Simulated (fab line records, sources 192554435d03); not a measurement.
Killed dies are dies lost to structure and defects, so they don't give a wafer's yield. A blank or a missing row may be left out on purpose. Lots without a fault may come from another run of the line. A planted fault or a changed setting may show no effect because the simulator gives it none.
Split-lot experiment | flow n5_finfet | 7 lots, 21 wafers read, on a route of 1938 steps

THE SPLIT
At N5_BEOL_M11_ETCH_41 (etches SiCN in CH3F/O2, target depth 42.6 nm, time 86 s), the setting time_s was moved away from the recipe's 86 s on 7 of the 21 wafers read, by -17.3% to +15.9%. The other wafers ran this setting at the recipe's value.

The reading is taken at the split's own step.

THE READING
etch.depth_nm (the simulator's own value, which no gauge read), in nm, at N5_BEOL_M11_ETCH_41 (etches SiCN in CH3F/O2, target depth 42.6 nm, time 86 s). The file gives no usual value for it. The 14 wafers here that ran the recipe average 32.98 nm, standard deviation 0.37 nm.

wafer  | tool, chamber at the split | time_s as run, s | against the recipe | etch.depth_nm, nm | against lot-mates on the recipe
L076.3 | rie_diel-01, 3             | 86               | recipe             | 32.61             | -
L076.5 | rie_diel-01, 1             | 77.63            | -9.7%              | 28.41             | -4.28
L076.6 | rie_diel-01, 0             | 86               | recipe             | 32.77             | -
L077.1 | rie_diel-02, 0             | 86               | recipe             | 32.87             | -
L077.3 | rie_diel-02, 2             | 86               | recipe             | 33.82             | -
L077.4 | rie_diel-02, 1             | 71.14            | -17.3%             | 27.42             | -5.92
L079.2 | rie_diel-05, 2             | 94.05            | +9.4%              | 35.58             | +2.64
L079.4 | rie_diel-05, 1             | 94.05            | +9.4%              | 35.25             | +2.31
L079.6 | rie_diel-05, 0             | 86               | recipe             | 32.94             | -
L080.3 | rie_diel-02, 2             | 86               | recipe             | 33.76             | -
L080.4 | rie_diel-02, 1             | 86               | recipe             | 32.91             | -
L080.6 | rie_diel-02, 0             | 86               | recipe             | 32.78             | -
L083.3 | rie_diel-05, 2             | 86               | recipe             | 32.82             | -
L083.4 | rie_diel-05, 1             | 86               | recipe             | 32.87             | -
L083.5 | rie_diel-05, 0             | 86               | recipe             | 33.34             | -
L092.1 | rie_diel-05, 0             | 86               | recipe             | 32.95             | -
L092.4 | rie_diel-05, 3             | 99.66            | +15.9%             | 38.1              | +5.32
L092.5 | rie_diel-05, 2             | 86               | recipe             | 32.6              | -
L097.4 | rie_diel-05, 1             | 78.6             | -8.6%              | 29.71             | -3.03
L097.5 | rie_diel-05, 3             | 86               | recipe             | 32.74             | -
L097.6 | rie_diel-05, 2             | 78.6             | -8.6%              | 29.67             | -3.07

THE FIT
A straight line over all 21 wafers: etch.depth_nm changes by +0.333 nm for each +1% of time_s; r = +0.98; the points scatter about the line by 0.49 nm.
The same after taking each lot's own level away (the mean of its wafers on the recipe; 21 wafers): +0.337 nm for each +1%; r = +0.99; scatter 0.39 nm.
On that fit, the largest move of time_s shifts the reading by 5.8 nm.
The lots' own levels span 32.690 to 33.345 nm, that is 1.8 times the standard deviation above.
So the lot-to-lot level changes the slope little: the two slopes agree.
Check: with one of the wafers moved furthest among these (-17.3%) left out of the fit, the line predicts -5.96 nm for it against its lot-mates. It came out at -5.92 nm against them.

OTHER SPLITS ON THESE WAFERS
These wafers also went through other splits before the reading. Each is held against what the fit with the lots' levels taken away leaves over:
other split on the same wafers      | wafers away from the commonest value | r with etch.depth_nm (lot level and that fit taken away)
N5_BEOL_M7_TRENCH_ETCH_37 time_s    | 6                                    | +0.02
N5_BEOL_M9_PECVD_70 time_s          | 4                                    | +0.09
N5_BEOL_M9_ETCH_66 time_s           | 7                                    | +0.42
N5_BEOL_M9_VIA_ETCH_34 source_w     | 6                                    | -0.06
N5_BEOL_M10_ETCH_41 source_w        | 12                                   | +0.41
N5_BEOL_M11_TRENCH_ETCH_37 source_w | 5                                    | +0.27

THE FILE'S OWN FIT
etch.depth_nm changes by +0.345 nm for each +1% of time_s, r = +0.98.
